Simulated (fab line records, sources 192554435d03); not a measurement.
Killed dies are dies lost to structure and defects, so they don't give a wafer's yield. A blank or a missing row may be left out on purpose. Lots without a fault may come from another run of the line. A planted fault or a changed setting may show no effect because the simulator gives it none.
Split-lot experiment | flow n5_finfet | 7 lots, 21 wafers read, on a route of 1938 steps

THE SPLIT
At N5_BEOL_M15_ILD_DEP_00 (deposits SiO2 from TEOS/O2, target thk 1629.3 nm, time 346.1 s), the setting time_s was moved away from the recipe's 346.1 s on 10 of the 21 wafers read, by -8.9% to +11.2%. The other wafers ran this setting at the recipe's value.

The file shows no step between the split and the reading.

THE READING
M15_ILD_THK, in nm, at N5_BEOL_M15_THK_MEAS_01. Fault-free wafers of this fab line usually give 1620 nm, standard deviation 21 nm.

wafer  | tool, chamber at the split | time_s as run, s | against the recipe | M15_ILD_THK, nm | against lot-mates on the recipe
L075.1 | pecvd-01, 2                | 346.1            | recipe             | 1566            | -
L075.2 | pecvd-01, 0                | 346.1            | recipe             | 1591            | -
L075.3 | pecvd-01, 1                | 346.1            | recipe             | 1570            | -
L076.4 | pecvd-04, 2                | 346.1            | recipe             | 1613            | -
L076.5 | pecvd-04, 0                | 315.4            | -8.9%              | 1504            | -109
L076.6 | pecvd-04, 1                | 315.4            | -8.9%              | 1493            | -120
L080.1 | pecvd-04, 1                | 379              | +9.5%              | 1787            | +149
L080.2 | pecvd-04, 0                | 346.1            | recipe             | 1638            | -
L080.5 | pecvd-04, 0                | 379              | +9.5%              | 1829            | +191
L077.1 | pecvd-04, 0                | 346.1            | recipe             | 1620            | -
L077.3 | pecvd-04, 2                | 360              | +4.0%              | 1684            | +64
L077.6 | pecvd-04, 2                | 360              | +4.0%              | 1691            | +71
L082.3 | pecvd-01, 0                | 346.1            | recipe             | 1634            | -
L082.4 | pecvd-01, 2                | 323.1            | -6.6%              | 1520            | -130
L082.6 | pecvd-01, 0                | 346.1            | recipe             | 1665            | -
L087.1 | pecvd-01, 0                | 373.8            | +8.0%              | 1729            | +95
L087.4 | pecvd-01, 1                | 346.1            | recipe             | 1634            | -
L087.5 | pecvd-01, 0                | 373.8            | +8.0%              | 1769            | +135
L095.1 | pecvd-01, 2                | 384.9            | +11.2%             | 1780            | +176
L095.3 | pecvd-01, 1                | 346.1            | recipe             | 1593            | -
L095.6 | pecvd-01, 2                | 346.1            | recipe             | 1616            | -

THE FIT
A straight line over all 21 wafers: M15_ILD_THK changes by +16.1 nm for each +1% of time_s; r = +0.96; the points scatter about the line by 28 nm.
The same after taking each lot's own level away (the mean of its wafers on the recipe; 21 wafers): +15.6 nm for each +1%; r = +0.98; scatter 17 nm.
On that fit, the largest move of time_s shifts the reading by 1.7e+02 nm.
The lots' own levels span 1575.7 to 1649.5 nm, that is 3.5 times the standard deviation above.
So the lot-to-lot level changes the slope little: the two slopes agree.
Check: with one of the wafers moved furthest among these (+11.2%) left out of the fit, the line predicts +177 nm for it against its lot-mates. It came out at +176 nm against them.

OTHER SPLITS ON THESE WAFERS
These wafers also went through other splits before the reading. Each is held against what the fit with the lots' levels taken away leaves over:
other split on the same wafers | wafers away from the commonest value | r with M15_ILD_THK (lot level and that fit taken away)
N5_BEOL_M9_ETCH_62 time_s      | 7                                    | -0.49
N5_BEOL_M12_COAT_04 spin_rpm   | 9                                    | +0.04
N5_BEOL_M12_PEB_08 peb_time_s  | 10                                   | -0.23
N5_BEOL_M12_ETCH_38 time_s     | 4                                    | -0.35
N5_BEOL_M13_ETCH_67 bias_w     | 9                                    | -0.08
N5_BEOL_M13_SPUTTER_43 time_s  | 8                                    | -0.05

THE WHOLE CHAIN: every reading that the file lists as answering this split, in the file's order
step                    | what it does                                                   | reading                                                                             | change (the file's fit)              | r (the file's)
N5_BEOL_M15_ILD_DEP_00  | deposits SiO2 from TEOS/O2, target thk 1629.3 nm, time 346.1 s | SiO2_of_BEOL_M15_ILD_DEP_00.thk_nm (the simulator's own value, which no gauge read) | +15.8 nm for each +1% of the setting | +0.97
N5_BEOL_M15_THK_MEAS_01 |                                                                | M15_ILD_THK                                                                         | +15.8 for each +1% of the setting    | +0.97
N5_BEOL_M15_VIA_ETCH_16 | etches SiO2 in C4F8/O2/Ar, target depth 1792.2 nm              | etch.depth_nm (the simulator's own value, which no gauge read)                      | +15.8 nm for each +1% of the setting | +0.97
N5_BEOL_M15_VIA_ETCH_16 | etches SiO2 in C4F8/O2/Ar, target depth 1792.2 nm              | coat_of_BEOL_M15_COAT_04.thk_nm (the simulator's own value, which no gauge read)    | -3.84 nm for each +1% of the setting | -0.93

THE FILE'S OWN FIT
M15_ILD_THK changes by +15.8 nm for each +1% of time_s, r = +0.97.
